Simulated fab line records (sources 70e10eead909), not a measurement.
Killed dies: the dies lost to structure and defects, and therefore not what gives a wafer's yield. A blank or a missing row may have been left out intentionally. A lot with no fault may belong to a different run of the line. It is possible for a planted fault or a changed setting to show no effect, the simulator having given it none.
A sampling plan put to the test + flow nand_harc + one line in one fab, 39 faults in these records, each fault weighed on the records of the lots it struck
Plan = the line's own looks (route steps where a gauge or an inspection reads the wafer without altering it). A look is open to judgement when struck wafers have a number at it and the file gives its usual mean and standard deviation on fault-free wafers. Caught: at a look after the fault's first step, the mean of the struck wafers lies 4 or more of those standard deviations (sigma) from the usual mean. On the tool: the same test on the tool's own readings at the fault's steps. Also counted as caught: the struck wafers showing another recipe, or a record that is empty for them alone.

## THE FAULTS, as the simulator had put them in
1. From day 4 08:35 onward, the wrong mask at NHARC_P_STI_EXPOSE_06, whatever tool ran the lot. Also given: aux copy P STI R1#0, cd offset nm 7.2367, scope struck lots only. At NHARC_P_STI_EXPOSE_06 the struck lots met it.
2. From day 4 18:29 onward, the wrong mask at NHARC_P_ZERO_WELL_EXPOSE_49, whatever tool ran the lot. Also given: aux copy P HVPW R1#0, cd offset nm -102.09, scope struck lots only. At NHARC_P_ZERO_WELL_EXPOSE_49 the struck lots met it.
3. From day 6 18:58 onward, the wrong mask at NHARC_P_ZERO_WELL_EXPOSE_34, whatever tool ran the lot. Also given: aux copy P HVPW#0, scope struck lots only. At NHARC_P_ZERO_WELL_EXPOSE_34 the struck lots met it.
4. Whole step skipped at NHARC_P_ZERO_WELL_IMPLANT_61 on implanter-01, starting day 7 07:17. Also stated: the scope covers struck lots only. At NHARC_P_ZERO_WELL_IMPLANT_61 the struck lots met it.
5. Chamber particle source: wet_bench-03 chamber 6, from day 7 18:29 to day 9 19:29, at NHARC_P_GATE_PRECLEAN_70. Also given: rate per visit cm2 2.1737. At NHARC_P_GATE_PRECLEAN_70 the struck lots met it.
6. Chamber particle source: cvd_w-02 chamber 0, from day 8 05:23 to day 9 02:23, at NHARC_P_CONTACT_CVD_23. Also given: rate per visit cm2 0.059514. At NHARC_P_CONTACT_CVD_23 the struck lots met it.
7. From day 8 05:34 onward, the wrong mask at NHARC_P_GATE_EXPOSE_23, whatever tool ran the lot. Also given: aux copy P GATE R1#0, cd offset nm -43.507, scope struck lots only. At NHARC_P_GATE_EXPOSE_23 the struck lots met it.
8. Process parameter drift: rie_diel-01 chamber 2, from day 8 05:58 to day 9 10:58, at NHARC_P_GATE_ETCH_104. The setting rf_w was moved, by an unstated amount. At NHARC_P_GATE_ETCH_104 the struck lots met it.
9. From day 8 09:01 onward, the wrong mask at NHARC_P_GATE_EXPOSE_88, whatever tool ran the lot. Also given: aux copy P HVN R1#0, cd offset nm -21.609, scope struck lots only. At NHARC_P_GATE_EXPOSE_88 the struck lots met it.
10. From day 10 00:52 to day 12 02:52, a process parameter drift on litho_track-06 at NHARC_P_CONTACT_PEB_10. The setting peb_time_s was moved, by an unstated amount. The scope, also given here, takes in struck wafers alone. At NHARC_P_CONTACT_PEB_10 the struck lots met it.
11. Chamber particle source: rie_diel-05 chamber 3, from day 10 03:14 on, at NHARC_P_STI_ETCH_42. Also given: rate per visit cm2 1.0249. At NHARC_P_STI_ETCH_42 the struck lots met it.
12. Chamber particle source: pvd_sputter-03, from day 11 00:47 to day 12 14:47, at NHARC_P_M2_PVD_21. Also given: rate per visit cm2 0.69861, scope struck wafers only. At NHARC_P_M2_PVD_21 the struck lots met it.
13. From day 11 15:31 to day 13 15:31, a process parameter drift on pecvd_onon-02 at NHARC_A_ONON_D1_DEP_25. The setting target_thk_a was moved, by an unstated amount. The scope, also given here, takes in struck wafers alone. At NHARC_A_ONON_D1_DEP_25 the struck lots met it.
14. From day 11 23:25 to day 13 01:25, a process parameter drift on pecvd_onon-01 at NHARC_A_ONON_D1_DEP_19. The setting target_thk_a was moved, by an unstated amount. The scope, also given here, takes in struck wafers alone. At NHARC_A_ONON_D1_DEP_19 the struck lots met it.
15. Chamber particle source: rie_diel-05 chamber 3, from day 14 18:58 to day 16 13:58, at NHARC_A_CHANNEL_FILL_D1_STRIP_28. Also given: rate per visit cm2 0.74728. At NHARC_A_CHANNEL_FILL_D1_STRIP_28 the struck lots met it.
16. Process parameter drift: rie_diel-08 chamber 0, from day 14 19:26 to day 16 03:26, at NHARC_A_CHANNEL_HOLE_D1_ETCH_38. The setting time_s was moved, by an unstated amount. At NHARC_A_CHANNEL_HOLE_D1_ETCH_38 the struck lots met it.
17. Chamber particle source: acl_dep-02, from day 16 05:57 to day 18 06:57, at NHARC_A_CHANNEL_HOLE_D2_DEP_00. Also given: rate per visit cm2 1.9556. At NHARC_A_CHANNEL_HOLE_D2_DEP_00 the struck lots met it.
18. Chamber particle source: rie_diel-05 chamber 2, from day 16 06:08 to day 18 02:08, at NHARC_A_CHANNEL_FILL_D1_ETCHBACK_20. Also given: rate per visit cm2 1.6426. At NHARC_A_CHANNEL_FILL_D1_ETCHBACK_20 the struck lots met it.
19. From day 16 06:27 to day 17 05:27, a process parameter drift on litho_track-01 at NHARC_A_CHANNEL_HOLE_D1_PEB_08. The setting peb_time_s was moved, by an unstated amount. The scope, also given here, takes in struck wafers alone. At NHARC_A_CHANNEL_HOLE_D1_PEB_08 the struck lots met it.
20. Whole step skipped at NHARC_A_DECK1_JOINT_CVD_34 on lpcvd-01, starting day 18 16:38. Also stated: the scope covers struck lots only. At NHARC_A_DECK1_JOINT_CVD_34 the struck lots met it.
21. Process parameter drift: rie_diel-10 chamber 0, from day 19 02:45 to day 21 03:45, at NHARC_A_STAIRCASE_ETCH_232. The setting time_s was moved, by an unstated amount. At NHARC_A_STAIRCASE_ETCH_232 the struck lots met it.
22. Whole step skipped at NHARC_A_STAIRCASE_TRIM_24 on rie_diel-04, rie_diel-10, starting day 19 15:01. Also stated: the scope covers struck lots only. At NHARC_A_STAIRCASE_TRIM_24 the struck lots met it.
23. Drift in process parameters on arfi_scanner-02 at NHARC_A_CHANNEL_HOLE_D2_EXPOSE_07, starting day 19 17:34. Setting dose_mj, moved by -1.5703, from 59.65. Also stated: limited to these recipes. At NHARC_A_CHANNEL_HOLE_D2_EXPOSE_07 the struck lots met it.
24. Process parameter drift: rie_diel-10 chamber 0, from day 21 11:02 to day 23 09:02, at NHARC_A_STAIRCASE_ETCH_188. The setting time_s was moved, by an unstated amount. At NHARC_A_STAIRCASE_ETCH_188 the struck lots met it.
25. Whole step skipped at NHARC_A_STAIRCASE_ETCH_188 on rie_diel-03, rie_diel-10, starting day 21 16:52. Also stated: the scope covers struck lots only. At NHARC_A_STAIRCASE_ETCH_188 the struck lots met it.
26. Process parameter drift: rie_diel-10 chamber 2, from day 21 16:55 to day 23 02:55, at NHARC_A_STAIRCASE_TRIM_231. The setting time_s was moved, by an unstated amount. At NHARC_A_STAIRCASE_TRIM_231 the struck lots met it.
27. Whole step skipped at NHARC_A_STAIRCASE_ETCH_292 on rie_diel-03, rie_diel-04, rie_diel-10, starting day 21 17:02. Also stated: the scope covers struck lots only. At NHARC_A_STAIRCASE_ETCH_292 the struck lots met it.
28. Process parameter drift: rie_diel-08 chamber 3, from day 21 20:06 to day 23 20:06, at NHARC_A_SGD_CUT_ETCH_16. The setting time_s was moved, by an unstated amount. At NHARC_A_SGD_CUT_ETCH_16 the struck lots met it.
29. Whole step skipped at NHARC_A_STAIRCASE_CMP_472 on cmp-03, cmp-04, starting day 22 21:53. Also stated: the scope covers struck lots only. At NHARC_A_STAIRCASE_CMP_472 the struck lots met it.
30. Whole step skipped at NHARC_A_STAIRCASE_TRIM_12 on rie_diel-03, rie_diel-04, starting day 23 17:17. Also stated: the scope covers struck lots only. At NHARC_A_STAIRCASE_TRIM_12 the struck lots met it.
31. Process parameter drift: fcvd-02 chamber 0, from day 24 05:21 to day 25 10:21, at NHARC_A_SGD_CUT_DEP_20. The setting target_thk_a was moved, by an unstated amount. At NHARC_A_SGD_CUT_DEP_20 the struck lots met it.
32. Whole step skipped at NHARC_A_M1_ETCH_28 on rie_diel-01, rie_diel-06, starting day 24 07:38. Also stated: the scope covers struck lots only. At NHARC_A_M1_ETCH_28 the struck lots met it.
33. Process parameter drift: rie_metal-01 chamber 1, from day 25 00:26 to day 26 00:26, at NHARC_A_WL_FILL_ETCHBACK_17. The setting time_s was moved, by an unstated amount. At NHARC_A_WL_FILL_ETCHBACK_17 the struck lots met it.
34. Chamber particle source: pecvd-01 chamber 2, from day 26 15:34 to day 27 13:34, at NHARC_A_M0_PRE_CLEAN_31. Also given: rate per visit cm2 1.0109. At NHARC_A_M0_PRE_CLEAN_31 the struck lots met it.
35. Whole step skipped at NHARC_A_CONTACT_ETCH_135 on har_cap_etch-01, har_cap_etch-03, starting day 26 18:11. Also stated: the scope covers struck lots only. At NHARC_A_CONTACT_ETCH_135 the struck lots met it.
36. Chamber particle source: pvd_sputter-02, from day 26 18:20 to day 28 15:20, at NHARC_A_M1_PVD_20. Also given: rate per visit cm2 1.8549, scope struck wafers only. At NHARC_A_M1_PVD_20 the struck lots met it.
37. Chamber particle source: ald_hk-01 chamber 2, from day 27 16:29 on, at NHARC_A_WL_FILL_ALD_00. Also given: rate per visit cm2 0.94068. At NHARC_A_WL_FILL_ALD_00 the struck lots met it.
38. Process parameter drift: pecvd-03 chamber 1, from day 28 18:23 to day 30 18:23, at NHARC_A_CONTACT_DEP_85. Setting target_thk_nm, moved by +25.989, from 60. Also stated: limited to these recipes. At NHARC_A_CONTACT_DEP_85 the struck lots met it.
39. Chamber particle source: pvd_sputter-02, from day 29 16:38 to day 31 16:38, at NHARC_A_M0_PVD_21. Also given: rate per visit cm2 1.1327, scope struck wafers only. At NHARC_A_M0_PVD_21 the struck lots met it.

## WHAT THE PLAN SAW
| fault | on the tool itself                               | first look that catches it                   | reading, sigma                                               | median hours from its first step to that look | hours from the fault's start to the first struck lot there | judged looks passed uncaught |
|-------|--------------------------------------------------|----------------------------------------------|--------------------------------------------------------------|-----------------------------------------------|------------------------------------------------------------|------------------------------|
| 1     | no reading that can be judged                    | NHARC_P_STI_CD_MEAS_09                       | cd_nm +6.0                                                   | 0.1                                           | 4                                                          | 0                            |
| 2     | no reading that can be judged                    | NHARC_P_ZERO_WELL_CD_MEAS_52                 | cd_nm -78                                                    | 0.1                                           | 5                                                          | 0                            |
| 3     | under 2 sigma                                    | NHARC_END_SORT_01                            | killed_at_periphery +99 or beyond                            | 595.3                                         | 598                                                        | 0                            |
| 4     | the tool's record is blank for the struck wafers | NHARC_END_SORT_01                            | killed_at_periphery +99 or beyond                            | 592.5                                         | 593                                                        | 0                            |
| 5     | under 2 sigma                                    | NHARC_P_GATE_INSPECT_28                      | raw_defect_count +99 or beyond                               | 22.1                                          | 61                                                         | 1                            |
| 6     | under 2 sigma                                    | NHARC_END_SORT_01                            | killed_at_periphery +6.9                                     | 543.3                                         | 548                                                        | 0                            |
| 7     | under 2 sigma                                    | NHARC_P_GATE_CD_MEAS_26                      | cd_nm -78                                                    | 0.1                                           | 10                                                         | 0                            |
| 8     | rf_fwd_power_W -76 sigma                         | no look after it can be judged               | -                                                            | -                                             | -                                                          | 0                            |
| 9     | under 2 sigma                                    | NHARC_P_GATE_CD_MEAS_91                      | cd_nm -15                                                    | 0.2                                           | 3                                                          | 0                            |
| 10    | heater_power_total_W +12 sigma                   | NHARC_P_CONTACT_CD_MEAS_12                   | cd_nm -4.4                                                   | 0.1                                           | 9                                                          | 0                            |
| 11    | under 2 sigma                                    | NHARC_END_SORT_01                            | killed_at_periphery +30                                      | 529.7                                         | 574                                                        | 1                            |
| 12    | under 2 sigma                                    | NHARC_END_SORT_01                            | killed_at_periphery +29                                      | 485.8                                         | 506                                                        | 4                            |
| 13    | under 2 sigma                                    | NHARC_A_ONON_D1_THK_MEAS_27                  | thk_nm -10                                                   | 0.5                                           | 13                                                         | 0                            |
| 14    | under 2 sigma                                    | NHARC_A_ONON_D1_THK_MEAS_21                  | thk_nm -4.2                                                  | 0.5                                           | 21                                                         | 0                            |
| 15    | under 2 sigma                                    | not the one look that can be judged after it | strongest: killed_at_array at NHARC_END_SORT_01, +3.1        | -                                             | -                                                          | 1                            |
| 16    | run_length_s -43 sigma                           | not the one look that can be judged after it | strongest: killed_dies at NHARC_END_SORT_01, +3.5            | -                                             | -                                                          | 1                            |
| 17    | under 2 sigma                                    | NHARC_A_CHANNEL_HOLE_D2_INSPECT_12           | raw_defect_count +51                                         | 2.4                                           | 10                                                         | 0                            |
| 18    | under 2 sigma                                    | NHARC_END_SORT_01                            | killed_at_array +6.3                                         | 376.6                                         | 387                                                        | 0                            |
| 19    | no reading that can be judged                    | NHARC_A_CHANNEL_HOLE_D1_CD_MEAS_10           | cd_nm +34                                                    | 0.1                                           | 5                                                          | 0                            |
| 20    | the tool's record is blank for the struck wafers | NHARC_END_SORT_01                            | killed_at_array +33                                          | 333.4                                         | 350                                                        | 0                            |
| 21    | run_length_s -69 sigma                           | NHARC_END_SORT_01                            | killed_dies +33                                              | 266.7                                         | 295                                                        | 0                            |
| 22    | the tool's record is blank for the struck wafers | NHARC_END_SORT_01                            | killed_dies +33                                              | 278.4                                         | 282                                                        | 0                            |
| 23    | exposure_dose_mJ_cm2 -11 sigma                   | not the one look that can be judged after it | strongest: cd_nm at NHARC_A_CHANNEL_HOLE_D2_CD_MEAS_10, -2.8 | -                                             | -                                                          | 1                            |
| 24    | run_length_s +36 sigma                           | NHARC_END_SORT_01                            | killed_dies +33                                              | 243.8                                         | 264                                                        | 0                            |
| 25    | the tool's record is blank for the struck wafers | NHARC_END_SORT_01                            | killed_at_array +33                                          | 248.3                                         | 256                                                        | 0                            |
| 26    | run_length_s -99 or beyond sigma                 | NHARC_END_SORT_01                            | killed_at_array +33                                          | 245.9                                         | 264                                                        | 0                            |
| 27    | the tool's record is blank for the struck wafers | NHARC_END_SORT_01                            | killed_at_array +33                                          | 233.2                                         | 248                                                        | 0                            |
| 28    | run_length_s -36 sigma                           | NHARC_END_SORT_01                            | killed_dies +32                                              | 189.1                                         | 231                                                        | 0                            |
| 29    | the tool's record is blank for the struck wafers | NHARC_END_SORT_01                            | killed_dies +33                                              | 199.0                                         | 203                                                        | 0                            |
| 30    | the tool's record is blank for the struck wafers | NHARC_END_SORT_01                            | killed_at_array +33                                          | 228.2                                         | 231                                                        | 0                            |
| 31    | no reading that can be judged                    | NHARC_A_SGD_CUT_THK_MEAS_22                  | thk_nm -37                                                   | 4.6                                           | 5                                                          | 0                            |
| 32    | the tool's record is blank for the struck wafers | NHARC_END_SORT_01                            | defect_limited_yield -34                                     | 96.1                                          | 40                                                         | 0                            |
| 33    | run_length_s -35 sigma                           | NHARC_END_SORT_01                            | killed_dies +33                                              | 152.3                                         | 160                                                        | 0                            |
| 34    | under 2 sigma                                    | NHARC_A_M1_INSPECT_11                        | raw_defect_count +21                                         | 1.6                                           | 4                                                          | 1                            |
| 35    | the tool's record is blank for the struck wafers | NHARC_END_SORT_01                            | killed_dies +33                                              | 114.9                                         | 119                                                        | 0                            |
| 36    | under 2 sigma                                    | NHARC_END_SORT_01                            | defect_limited_yield -5.9                                    | 98.5                                          | 129                                                        | 0                            |
| 37    | under 2 sigma                                    | NHARC_END_SORT_01                            | killed_at_array +5.6                                         | 99.6                                          | 152                                                        | 0                            |
| 38    | under 2 sigma                                    | NHARC_END_SORT_01                            | killed_dies +33                                              | 83.9                                          | 95                                                         | 0                            |
| 39    | under 2 sigma                                    | NHARC_END_SORT_01                            | killed_at_array +4.4                                         | 70.3                                          | 90                                                         | 1                            |
Dash: fault not caught, or number not given in these records.

Caught at a look: 35 of 39. Caught on the tool: 18 of 39. By one or the other: 38 of 39.
Faults 8, 16, 23 were caught on the tool alone.
Caught at a look alone: faults 1, 2, 3, 5, 6, 7, 9, 11, 12, 13, 14, 17, 18, 19, 31, 34, 36, 37, 38, 39.
Caught by neither: fault 15.

## THINNER SAMPLING
If the look that catches a fault measured only every second or every third lot, by lot number, the first struck lot would be measured this late in the worst case:
| fault | struck lots at that look, in order of time | every lot | every second lot | every third lot |
|-------|--------------------------------------------|-----------|------------------|-----------------|
| 1     | L366                                       | 4 h       | may miss it      | may miss it     |
| 2     | L807                                       | 5 h       | may miss it      | may miss it     |
| 3     | L261                                       | 598 h     | may miss it      | may miss it     |
| 4     | L962, L963                                 | 593 h     | 610 h            | may miss all 2  |
| 5     | L205                                       | 61 h      | may miss it      | may miss it     |
| 6     | L500, L501                                 | 548 h     | 556 h            | may miss all 2  |
| 7     | L596                                       | 10 h      | may miss it      | may miss it     |
| 9     | L469                                       | 3 h       | may miss it      | may miss it     |
| 10    | L959, L961                                 | 9 h       | may miss all 2   | may miss all 2  |
| 11    | L969                                       | 574 h     | may miss it      | may miss it     |
| 12    | L802, L803                                 | 506 h     | 519 h            | may miss all 2  |
| 13    | L696, L698, L699                           | 13 h      | 44 h             | may miss all 3  |
| 14    | L901                                       | 21 h      | may miss it      | may miss it     |
| 17    | L832, L834, L835                           | 10 h      | 19 h             | may miss all 3  |
| 18    | L741, L743                                 | 387 h     | may miss all 2   | may miss all 2  |
| 19    | L581, L583                                 | 5 h       | may miss all 2   | may miss all 2  |
| 20    | L375, L376                                 | 350 h     | 351 h            | may miss all 2  |
| 21    | L479, L481                                 | 295 h     | may miss all 2   | may miss all 2  |
| 22    | L908, L911, L910                           | 282 h     | 290 h            | may miss all 3  |
| 24    | L246, L244, L245                           | 264 h     | 279 h            | 279 h           |
| 25    | L435, L432, L433                           | 256 h     | 264 h            | may miss all 3  |
| 26    | L605, L606                                 | 264 h     | 271 h            | may miss all 2  |
| 27    | L741, L745, L743                           | 248 h     | may miss all 3   | 271 h           |
| 28    | L343                                       | 231 h     | may miss it      | may miss it     |
| 29    | L619, L622, L618                           | 203 h     | 211 h            | may miss all 3  |
| 30    | L363, L364                                 | 231 h     | 237 h            | may miss all 2  |
| 31    | L565, L563                                 | 5 h       | may miss all 2   | may miss all 2  |
| 32    | L812, L814                                 | 40 h      | may miss all 2   | may miss all 2  |
| 33    | L480, L481                                 | 160 h     | 169 h            | may miss all 2  |
| 34    | L706, L708                                 | 4 h       | may miss all 2   | may miss all 2  |
| 35    | L976, L977, L975                           | 119 h     | 127 h            | 127 h           |
| 36    | L288                                       | 129 h     | may miss it      | may miss it     |
| 37    | L770                                       | 152 h     | may miss it      | may miss it     |
| 38    | L776, L783                                 | 95 h      | 118 h            | may miss all 2  |
| 39    | L193, L192                                 | 90 h      | 90 h             | may miss all 2  |
Hours: fault start to first struck lot measured. The test against the limit of 4 sigma pooled every struck wafer, which means one lot taken alone may stay below that limit. Other struck lots may not be in these records.

## THE LONGEST TIMED WAY FROM STEP TO LOOK
Fault 3: median gap of 595.3 hours between NHARC_P_ZERO_WELL_EXPOSE_34 and NHARC_END_SORT_01. No look between them can be judged.
